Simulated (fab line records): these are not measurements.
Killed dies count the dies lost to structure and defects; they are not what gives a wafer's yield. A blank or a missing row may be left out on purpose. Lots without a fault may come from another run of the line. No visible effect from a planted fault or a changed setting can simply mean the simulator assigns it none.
Chamber matching    flow n5-finfet    4 sister chambers for N5_FIN_SAQP_ETCH_51 on rie-diel-05
The step etches SiARC in CF4, target depth 45.5 nm, time 75.8 s. 18 wafers are shown with their chamber, then 9 later ones without.

WAFERS, EACH WITH ITS CHAMBER
wafer   chamber  showerhead-plenum-p-Torr (Torr)  throttle-valve-pct (%)  oes-product-au (a.u.)
L082.1  2        2.28                             15.49                   0.76
L082.3  1        2.22                             15.88                   0.63
L082.5  3        2.03                             15.76                   0.60
L083.1  1        2.22                             15.87                   0.63
L083.2  0        2.23                             15.50                   0.66
L083.5  0        2.23                             15.48                   0.67
L084.1  1        2.21                             15.89                   0.62
L084.3  2        2.28                             15.50                   0.74
L084.4  0        2.23                             15.51                   0.67
L088.3  1        2.21                             15.90                   0.63
L088.5  0        2.23                             15.51                   0.67
L088.6  1        2.21                             15.91                   0.63
L089.1  0        2.23                             15.52                   0.66
L089.2  2        2.27                             15.52                   0.72
L089.5  0        2.23                             15.52                   0.67
L091.1  0        2.23                             15.54                   0.66
L091.2  2        2.27                             15.53                   0.73
L091.6  3        2.02                             15.79                   0.58

SIGNATURES (averages over the wafers above)
reading                   chamber 0  chamber 1  chamber 2  chamber 3  scatter within a chamber
showerhead-plenum-p-Torr  2.2300     2.2140     2.2750     2.0250     0.00439
throttle-valve-pct        15.5114    15.8900    15.5100    15.7750    0.018
oes-product-au            0.6657     0.6280     0.7375     0.5900     0.00973
Rule: a wafer lies at a distance from a chamber equal to the root of the sum of squares, over the readings, of (its reading less the chamber's mean, divided by the reading's scatter). If the next closest chamber is less than 2 further off than the closest, the wafer can't be placed; otherwise it belongs to the closest. The scatter: take each reading less its chamber's mean, square it, sum over the shown wafers, divide by the number of wafers less the number of chambers, and take the root.

WAFERS WHOSE CHAMBER IS MISSING
wafer   showerhead-plenum-p-Torr (Torr)  throttle-valve-pct (%)  oes-product-au (a.u.)
L092.1  2.21                             15.91                   0.61
L092.2  2.02                             15.80                   0.57
L092.3  2.27                             15.55                   0.72
L093.1  2.27                             15.54                   0.72
L093.2  2.23                             15.54                   0.65
L093.3  2.21                             15.93                   0.61
L094.2  2.21                             15.92                   0.61
L094.3  2.23                             15.55                   0.64
L094.5  2.21                             15.92                   0.61

THE CHAMBER EACH PASSED THROUGH
wafer   from the rows above  in truth
L092.1  1                    1
L092.2  3                    3
L092.3  2                    2
L093.1  2                    2
L093.2  0                    0
L093.3  1                    1
L094.2  1                    1
L094.3  0                    0
L094.5  1                    1
Correct placement for 9 of the 9. Can't be placed from these rows: 0. Number placed wrongly: 0.
